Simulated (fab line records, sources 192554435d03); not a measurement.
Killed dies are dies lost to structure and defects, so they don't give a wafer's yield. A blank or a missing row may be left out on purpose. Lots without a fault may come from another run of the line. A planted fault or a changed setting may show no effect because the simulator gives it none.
Which tool did it? | flow n5_finfet | 24 lots, 72 wafers sampled, at 3 steps of a route of 1938

WHAT THE GAUGES READ, wafer by wafer
N5_BEOL_M12_INSPECT_12: inspects for defects (macro).
lot  | measured     | on                | raw_defect_count
L074 | day 9 18:04  | defect_inspect-01 | 1 1 2
L077 | day 10 18:49 | defect_inspect-01 | 2 1 2
L078 | day 11 09:09 | defect_inspect-01 | 2 3 3
L075 | day 11 13:10 | defect_inspect-01 | 3 3 2
L076 | day 11 21:50 | defect_inspect-01 | 3 1 2
L080 | day 12 02:07 | defect_inspect-01 | 1 0 2
L079 | day 12 05:35 | defect_inspect-01 | 5 1 2
L081 | day 13 04:20 | defect_inspect-01 | 2 0 4
L083 | day 13 04:37 | defect_inspect-01 | 2 2 2
L082 | day 13 04:51 | defect_inspect-01 | 4 1 4
L084 | day 13 12:13 | defect_inspect-01 | 0 0 0
L085 | day 13 13:42 | defect_inspect-01 | 0 2 2
L086 | day 13 21:01 | defect_inspect-02 | 1 0 1
L087 | day 14 08:40 | defect_inspect-01 | 1 1 3
L088 | day 14 10:56 | defect_inspect-01 | 3 4 4
L089 | day 14 12:40 | defect_inspect-02 | 1 2 4
L090 | day 15 01:46 | defect_inspect-01 | 5 3 2
L091 | day 15 10:38 | defect_inspect-02 | 3 2 3
L092 | day 15 15:50 | defect_inspect-01 | 1 1 2
L093 | day 15 16:09 | defect_inspect-01 | 3 6 1
L094 | day 15 18:01 | defect_inspect-02 | 0 2 1
L095 | day 16 05:16 | defect_inspect-02 | 2 4 3
L096 | day 16 08:22 | defect_inspect-01 | 2 3 5
L097 | day 16 12:55 | defect_inspect-02 | 1 6 1

N5_BEOL_M12_OCD_MEAS_35.
lot  | measured     | on     | trench_depth_nm (nm)
L074 | day 9 19:36  | ocd-01 | 316 314 318
L077 | day 10 20:21 | ocd-01 | 323 316 313
L078 | day 11 11:14 | ocd-02 | 324 322 319
L075 | day 11 14:46 | ocd-01 | 325 317 322
L076 | day 11 23:40 | ocd-01 | 316 314 315
L080 | day 12 03:41 | ocd-01 | 316 325 325
L079 | day 12 07:16 | ocd-02 | 316 317 315
L081 | day 13 05:55 | ocd-02 | 315 321 320
L083 | day 13 06:22 | ocd-01 | 317 313 312
L082 | day 13 06:31 | ocd-02 | 324 323 328
L084 | day 13 13:47 | ocd-02 | 317 311 316
L085 | day 13 15:41 | ocd-02 | 318 314 312
L086 | day 13 22:51 | ocd-01 | 321 317 315
L087 | day 14 10:19 | ocd-01 | 321 311 321
L088 | day 14 12:28 | ocd-01 | 315 319 318
L089 | day 14 14:08 | ocd-01 | 318 322 322
L090 | day 15 03:38 | ocd-01 | 320 317 318
L091 | day 15 12:22 | ocd-02 | 310 314 308
L092 | day 15 17:40 | ocd-01 | 321 320 324
L093 | day 15 18:40 | ocd-01 | 320 313 319
L094 | day 15 20:14 | ocd-02 | 322 318 317
L095 | day 16 07:44 | ocd-01 | 311 322 321
L096 | day 16 10:25 | ocd-01 | 319 322 322
L097 | day 16 14:37 | ocd-01 | 311 321 323

N5_BEOL_M13_OVL_MEAS_11.
lot  | measured     | on         | V12_OVL (nm)
L074 | day 10 00:46 | overlay-02 | -1 -7 -3
L077 | day 10 23:28 | overlay-01 | -6 1 -4
L078 | day 11 14:50 | overlay-02 | -3 5 -2
L075 | day 11 18:05 | overlay-01 | -3 -8 -4
L076 | day 12 03:40 | overlay-01 | -4 -4 -4
L080 | day 12 08:10 | overlay-01 | -3 -12 -12
L079 | day 12 11:28 | overlay-01 | -8 -1 -4
L081 | day 13 10:26 | overlay-01 | 0 3 4
L083 | day 13 13:10 | overlay-02 | -1 -12 -10
L082 | day 13 12:44 | overlay-02 | -2 -5 -1
L084 | day 13 16:24 | overlay-02 | 6 -1 2
L085 | day 13 20:23 | overlay-02 | -11 -9 -7
L086 | day 14 02:50 | overlay-01 | -6 -7 -7
L087 | day 14 13:13 | overlay-01 | -1 -4 2
L088 | day 14 16:25 | overlay-02 | 4 7 2
L089 | day 14 18:05 | overlay-01 | -4 -3 2
L090 | day 15 09:26 | overlay-02 | -1 -3 -2
L091 | day 15 15:43 | overlay-02 | -8 -2 -3
L092 | day 15 22:22 | overlay-01 | -3 -5 -3
L093 | day 15 23:54 | overlay-02 | -3 -10 -3
L094 | day 16 00:03 | overlay-02 | -2 0 1
L095 | day 16 11:40 | overlay-01 | -9 -5 -10
L096 | day 16 13:26 | overlay-01 | 0 -3 -4
L097 | day 16 20:08 | overlay-01 | -5 -3 1

WHICH TOOL RAN EACH LOT (tool, then ch and the chambers of the sampled wafers, then the start)
The record holds no process step before these readings.

WHAT THE TOOLS THEMSELVES READ (means of the sampled wafers that have a number; where no wafer has one, the mark that the record gives instead)
The record holds no such reading with a usual standard deviation.

THE ANSWER, worked out from the rows above alone
Rule: what is usual is taken from the lots themselves. Put in order of their means at a reading, lots are off if they are a third of the lots or fewer, leave a main group of 4 or more, and stand apart from it by a gap of 3 or more times the standard deviation of the main group's means; of several such gaps the widest counts. A main group whose means are all the same, to the digits that the tables above print for the reading, isn't used. A lot without any number at a reading at which 4 lots or more have one is off too. The other lots that the step has rows for count as sound. The gauges are gone through in route order, then the tools' own readings, and for those a lot's mean is taken as printed above. The first step at which some lot is off is used, and at that step the reading that is off furthest; a lot without a number counts as furthest.
No lot is off at any reading shown: from this, nothing can be told.

WHAT THE SIMULATOR HAD PUT IN
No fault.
